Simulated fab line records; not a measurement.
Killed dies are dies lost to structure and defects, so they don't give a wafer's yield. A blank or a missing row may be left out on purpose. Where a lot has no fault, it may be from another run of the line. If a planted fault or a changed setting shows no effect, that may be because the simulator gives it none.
Which of the tools did it? / flow n5_finfet / 36 wafers sampled from 12 lots at 1 step of a route of 1938

## WHAT THE GAUGES SHOWED, per wafer
N5_BEOL_M11_THK_MEAS_01.
lot=L075; measured=day 11 06:14; on=film_metro-02; M11_ILD_THK (nm)=272 275 273
lot=L077; measured=day 11 17:26; on=film_metro-02; M11_ILD_THK (nm)=276 267 276
lot=L079; measured=day 11 23:09; on=film_metro-02; M11_ILD_THK (nm)=264 268 267
lot=L081; measured=day 12 21:32; on=film_metro-01; M11_ILD_THK (nm)=265 273 265
lot=L084; measured=day 13 07:34; on=film_metro-01; M11_ILD_THK (nm)=273 268 275
lot=L085; measured=day 14 05:12; on=film_metro-01; M11_ILD_THK (nm)=264 268 274
lot=L088; measured=day 14 07:35; on=film_metro-02; M11_ILD_THK (nm)=267 267 272
lot=L089; measured=day 14 09:37; on=film_metro-02; M11_ILD_THK (nm)=262 271 268
lot=L090; measured=day 14 22:21; on=film_metro-01; M11_ILD_THK (nm)=271 275 273
lot=L093; measured=day 15 10:58; on=film_metro-01; M11_ILD_THK (nm)=266 272 268
lot=L095; measured=day 16 07:17; on=film_metro-02; M11_ILD_THK (nm)=271 269 273
lot=L096; measured=day 17 03:29; on=film_metro-01; M11_ILD_THK (nm)=268 266 263

## WHAT TOOL EACH LOT RAN ON (gives the tool, then ch and the chambers of the sampled wafers, and finally the start)
There is no process step in the record ahead of these readings.

## THE ANSWER, worked out from the rows above alone
Rule: the lots themselves supply what counts as usual. Put in order of their means at a reading, lots are off if they are a third of the lots or fewer, leave a main group of 4 or more, and stand apart from it by a gap of 3 or more times the standard deviation of the main group's means; of several such gaps the widest counts. The tables above print the reading to a certain number of digits; a main group whose means all agree to those digits is not used. Also off: a lot with no number at a reading for which 4 or more lots have one. All remaining lots with rows at the step are treated as sound.
Across all readings shown, no lot is off: no conclusion can be drawn from this.

## WHAT THE SIMULATOR HAD INSERTED
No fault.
